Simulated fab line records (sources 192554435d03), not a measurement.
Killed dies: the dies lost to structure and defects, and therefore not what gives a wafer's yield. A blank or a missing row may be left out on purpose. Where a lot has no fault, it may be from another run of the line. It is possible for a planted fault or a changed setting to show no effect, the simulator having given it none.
Which tool was responsible? -- flow n5_finfet -- 11 lots, 33 wafers sampled, at 5 steps of a route of 1938

WHAT THE GAUGES SHOWED, per wafer
N5_BEOL_M10_THK_MEAS_53: measures by xrf.
lot,measured,on,M10_THK (nm)
L724,day 11 00:17,film_metro-02,143.2 146.7 144.4
L722,day 11 01:06,film_metro-01,141.9 138.9 139.8
L725,day 11 04:46,film_metro-01,145.8 141.8 142.8
L726,day 11 13:18,film_metro-01,143.5 146.0 144.4
L729,day 12 03:08,film_metro-01,140.4 139.3 138.2
L728,day 12 04:41,film_metro-01,140.7 142.6 145.1
L727,day 12 11:31,film_metro-02,148.1 143.4 143.5
L734,day 13 23:17,film_metro-01,143.6 143.5 144.7
L737,day 14 03:53,film_metro-02,140.7 142.2 144.8
L738,day 14 12:34,film_metro-02,143.5 140.3 144.1
L736,day 14 16:30,film_metro-02,137.9 137.1 138.3

N5_BEOL_M10_INSPECT_58: inspects for defects (darkfield).
lot,measured,on,raw_defect_count
L724,day 11 00:27,defect_inspect-01,92 74 45
L722,day 11 01:16,defect_inspect-01,23 53 51
L725,day 11 04:55,defect_inspect-01,71 86 82
L726,day 11 13:28,defect_inspect-01,51 46 43
L729,day 12 03:17,defect_inspect-02,59 46 55
L728,day 12 04:51,defect_inspect-01,51 72 61
L727,day 12 11:41,defect_inspect-01,63 60 49
L734,day 13 23:27,defect_inspect-01,74 81 80
L737,day 14 04:03,defect_inspect-02,45 84 36
L738,day 14 12:43,defect_inspect-01,47 68 56
L736,day 14 16:40,defect_inspect-01,56 88 44

EACH LOT AND THE TOOL THAT RAN IT (in order: tool; ch and the chambers of the sampled wafers; start)
lot,N5_BEOL_M10_ALD_74,N5_BEOL_M10_ECD_50,N5_BEOL_M10_CMP_52
L724,"ald_metal-02 ch 0,2,3, day 10 22:21","ecd_cu-02 ch 0,1, day 10 23:25","cmp-02 ch 0,1,2, day 11 00:04"
L722,"ald_metal-02 ch 0,1,3, day 10 23:29","ecd_cu-01 ch 0,1, day 11 00:13","cmp-04 ch 0,1,2, day 11 00:50"
L725,"ald_metal-01 ch 1,2, day 11 03:15","ecd_cu-01 ch 0,1, day 11 03:56","cmp-02 ch 0,1,3, day 11 04:34"
L726,"ald_metal-02 ch 0,1,3, day 11 11:48","ecd_cu-01 ch 0,1, day 11 12:36","cmp-02 ch 1,2, day 11 13:00"
L729,"ald_metal-04 ch 0,1,3, day 12 00:54","ecd_cu-01 ch 0,1, day 12 01:48","cmp-02 ch 1,2,3, day 12 02:55"
L728,"ald_metal-04 ch 0,2,3, day 12 01:44","ecd_cu-02 ch 0,1, day 12 03:52","cmp-04 ch 1,2, day 12 04:24"
L727,"ald_metal-01 ch 0,1,3, day 12 08:17","ecd_cu-02 ch 0,1, day 12 10:41","cmp-02 ch 0,1,3, day 12 11:14"
L734,"ald_metal-04 ch 1,2,3, day 13 20:10","ecd_cu-01 ch 0,1, day 13 22:26","cmp-02 ch 0,1,2, day 13 23:02"
L737,"ald_metal-02 ch 0,1, day 14 02:01","ecd_cu-02 ch 0,1, day 14 02:47","cmp-02 ch 0,1,3, day 14 03:35"
L738,"ald_metal-04 ch 0,3, day 14 10:33","ecd_cu-01 ch 0,1, day 14 11:25","cmp-01 ch 0,1,3, day 14 12:20"
L736,"ald_metal-01 ch 1,2, day 14 15:06","ecd_cu-01 ch 0,1, day 14 15:48","cmp-01 ch 2,3, day 14 16:14"
- N5_BEOL_M10_ALD_74: deposits TaN, target thk 2 nm, pulse time 2 s, purge time 3 s.
- N5_BEOL_M10_ECD_50: material Cu, target thk 318 nm.
- N5_BEOL_M10_CMP_52: polishes, stops on SiCOH lowk, t overpolish 7 s, target thk 140 nm.

AS READ BY THE TOOLS THEMSELVES (means over the sampled wafers that have a number; for cases with no such wafer, the mark the record gives instead)
N5_BEOL_M10_ALD_74.
lot,tool,heater_power_w (W),mfc_carrier_sccm (sccm)
L724,ald_metal-02,391,1498
L722,ald_metal-02,397,1504
L725,ald_metal-01,438,1505
L726,ald_metal-02,402,1497
L729,ald_metal-04,397,1503
L728,ald_metal-04,422,1504
L727,ald_metal-01,423,1499
L734,ald_metal-04,433,1501
L737,ald_metal-02,391,1497
L738,ald_metal-04,399,1494
L736,ald_metal-01,445,1499

N5_BEOL_M10_CMP_52.
lot,tool,edge_zone_pressure_frac,motor_current_A (A),retaining_ring_pressure_frac,time_to_endpoint_s (s)
L724,cmp-02,0.999,5.5,0.996,68
L722,cmp-04,1.000,6.2,1.003,65
L725,cmp-02,1.000,5.3,1.002,68
L726,cmp-02,1.000,5.5,0.996,68
L729,cmp-02,1.007,5.4,0.997,69
L728,cmp-04,0.998,5.7,1.005,66
L727,cmp-02,0.998,5.4,0.999,69
L734,cmp-02,0.994,5.7,1.001,70
L737,cmp-02,1.000,5.4,0.999,68
L738,cmp-01,1.003,5.8,1.001,86
L736,cmp-01,0.999,6.4,1.001,86

THE ANSWER, worked out from the rows above alone
Rule: what is usual is taken from the lots themselves. The widest of any qualifying gaps counts: lots, ordered by their means at a reading, are off when they make up no more than a third of the lots, leave a main group of 4 or more, and stand apart from it by 3 or more times the standard deviation of that group's means. A main group whose means are all the same, to the digits that the tables above print for the reading, isn't used. A lot without any number at a reading at which 4 lots or more have one is off too. Where the step has rows for the other lots, those lots are counted as sound. First the gauges in route order, then the tools' own readings, where a lot's mean is used as printed above. At the first step where some lot is off, the reading lying furthest off is the one used; lots without a number count as furthest.
Off, at N5_BEOL_M10_CMP_52 on time_to_endpoint_s: L738, L736. Main group: mean 68 s, sd 1.4.
If a tool, at that step or one of the process steps before it, ran each lot that is off and ran no sound lot following the first of them, it fits. This does not decide it: 2 tools fit, namely ecd_cu-01 at N5_BEOL_M10_ECD_50 and cmp-01 at N5_BEOL_M10_CMP_52.

WHAT THE SIMULATOR HAD PUT IN
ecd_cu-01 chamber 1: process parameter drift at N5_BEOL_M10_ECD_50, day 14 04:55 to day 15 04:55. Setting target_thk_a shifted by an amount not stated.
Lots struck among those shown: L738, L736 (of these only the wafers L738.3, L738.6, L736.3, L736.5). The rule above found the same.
